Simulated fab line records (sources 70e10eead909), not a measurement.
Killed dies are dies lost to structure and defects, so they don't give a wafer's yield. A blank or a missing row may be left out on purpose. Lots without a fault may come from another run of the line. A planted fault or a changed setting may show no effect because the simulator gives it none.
Struck lot and sound lot, side by side ; flow nand_harc ; 15 out of 1302 route steps
Sound: the wafers L626.1, L626.2, L626.5. Struck: wafer L643.2 (left out: L643.1, L643.4 of the same lot, which were not struck); the cause appears at the end.
Per side, at each step with rows, come the tool, then ch with its chambers, and then its first start. Under that, the readings that differ: sound wafers ; struck wafers ; difference of the means ; sigmas: that difference in standard deviations of wafers without a fault.
alike: words and numbers the same on both sides, and readings whose means are apart by under 2 such deviations; not compared: readings that were withheld, readings missing a value for some wafer, numbers with overlapping values and no deviation given by the record, and bounds like >300 which may hide the same value.
Wherever a step has rows on one side only, a row that says differs or no value, or a row with sigmas, the two part there. Numbers that have no deviation but don't overlap get no sigmas and don't part them. Lack of a reading on every wafer of one side parts them only where that side has two or more wafers.

first, 8 steps without rows for these wafers: NHARC_A_M0_HMDS_02 (time 30 s); NHARC_A_M0_COAT_33 (time 65 s); NHARC_A_M0_COAT_03 (resist thk 90 nm); NHARC_A_M0_SOFTBAKE_04 (time 55 s); NHARC_A_M0_EBR_05; NHARC_A_M0_EXPOSE_06 (exposes mask A M0, target cd 80 nm); NHARC_A_M0_PEB_07 (peb time 65 s); NHARC_A_M0_DEVELOP_08 (develop time 35 s).
NHARC_A_M0_CD_MEAS_09: the cd target is 80 nm.
  sound on cd_sem-01 ch 0, day 23 11:08; struck on cd_sem-02 ch 0, day 30 15:44
  alike: cd_nm
NHARC_A_M0_OVL_MEAS_10: pitch 160 nm.
  struck on overlay-01, day 30 15:50; sound on overlay-02, day 23 11:14
reading;sound;struck;difference;sigmas
overlay_y_nm (nm);-2.3 -1.8 -1.1;1.5;+3.2;+4
  alike: overlay_x_nm
NHARC_A_M0_INSPECT_11:
  struck on defect_inspect-02, day 30 15:52; sound on defect_inspect-02, day 23 11:16
  alike: raw_defect_count
NHARC_A_M0_DESCUM_14: chemistry O2, time 3 s.
  sound on rie_diel-08 ch 0,1,2, day 23 11:20; struck on rie_diel-08 ch 1, day 30 15:56
reading;sound;struck;difference;sigmas
o2_flow_sccm (sccm);200.3 199.1 199.6;200.9;+1.2;+2
  alike: drypump_motor_current_A, oes_product_au, rf_vpp_V, showerhead_plenum_p_Torr, throttle_valve_pct
  not compared: rf_hours_counter_h
NHARC_A_M0_ETCH_34: etches the open film in N2/H2, target depth 40 nm, overetch 12 nm, time 43.94 s.
  sound on rie_diel-08 ch 0,1,2, day 23 11:25; struck on rie_diel-08 ch 1, day 30 16:01
reading;sound;struck;difference;sigmas
run_length_s (s);65.4 65.7 65.5;53.0;-12.5;-37
  alike: drypump_motor_current_A, oes_product_au, rf_vpp_V, showerhead_plenum_p_Torr, throttle_valve_pct
  not compared: rf_hours_counter_h
NHARC_A_M0_ETCH_15: etches the open film in C4F8/Ar, target depth 150 nm, overetch 15 nm, time 82.5 s.
  sound: rie_diel-08 ch 0,2; struck: rie_diel-08 ch 2
reading;sound;struck;difference;sigmas
oes_product_au (a.u.);0.913 0.922 0.922;0.978;+0.059;+3
  alike: rf_vpp_V, run_length_s
  not compared: rf_hours_counter_h
-- break in the record here, with 2 days between the starts of the struck wafers on either side (left off in module A_M0, picked up again in module END, where the first step shown is number 1302 on the route) --
NHARC_END_SORT_01:
  at this point the record logs the struck wafers (prober-01 ch 0, day 32 20:05) and has no rows for the sound ones

== WHERE THEY PART ==
First at NHARC_A_M0_OVL_MEAS_10; last, within this record, at NHARC_END_SORT_01.

WHY: what had been put in by the simulator
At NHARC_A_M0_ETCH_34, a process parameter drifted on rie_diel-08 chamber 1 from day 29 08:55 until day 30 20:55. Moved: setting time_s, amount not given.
